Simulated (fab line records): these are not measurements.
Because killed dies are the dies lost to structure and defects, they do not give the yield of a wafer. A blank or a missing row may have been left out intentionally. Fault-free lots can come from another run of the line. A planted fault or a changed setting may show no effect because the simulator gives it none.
Chamber matching -- flow n5 finfet -- rie si-04 running N5_FIN_SAQP_ETCH_65: 4 sister chambers
The step etches SiO2 in CF4, target depth 4 nm, time 4.4 s. 4 wafers are shown with their chamber, then 10 later ones without.

== EACH WAFER AND ITS CHAMBER ==
wafer,chamber,drypump motor current A (A)
L080.6,1,5.6
L091.1,0,6.0
L093.1,2,5.3
L093.4,3,5.9

== WAFERS WITH NO CHAMBER GIVEN ==
wafer,drypump motor current A (A)
L093.5,5.5
L094.2,5.9
L094.5,5.3
L094.6,5.6
L095.1,5.3
L095.3,6.0
L095.4,5.9
L096.4,5.9
L096.5,5.6
L096.6,6.0

== CHAMBER TAKEN BY EACH ==
wafer,from the rows above,in truth
L093.5,1,1
L094.2,3,3
L094.5,2,2
L094.6,1,1
L095.1,2,2
L095.3,0,0
L095.4,3,3
L096.4,3,3
L096.5,1,1
L096.6,0,0
10 of 10 placed correctly. Can't be placed from these rows: 0. Placed wrongly: 0.
How it was worked out, from the rows above alone: a wafer's distance from a chamber is the root of the sum, over the readings, of the square of ((its reading less the chamber's mean) divided by the reading's scatter). If the next closest chamber is less than 2 further off than the closest, the wafer can't be placed; otherwise it belongs to the closest. For every chamber, the mean is computed from those of its wafers that are shown. The scatter: with one shown wafer a chamber, the root of the mean of the squares of how far each hidden wafer lies from its nearest shown one.
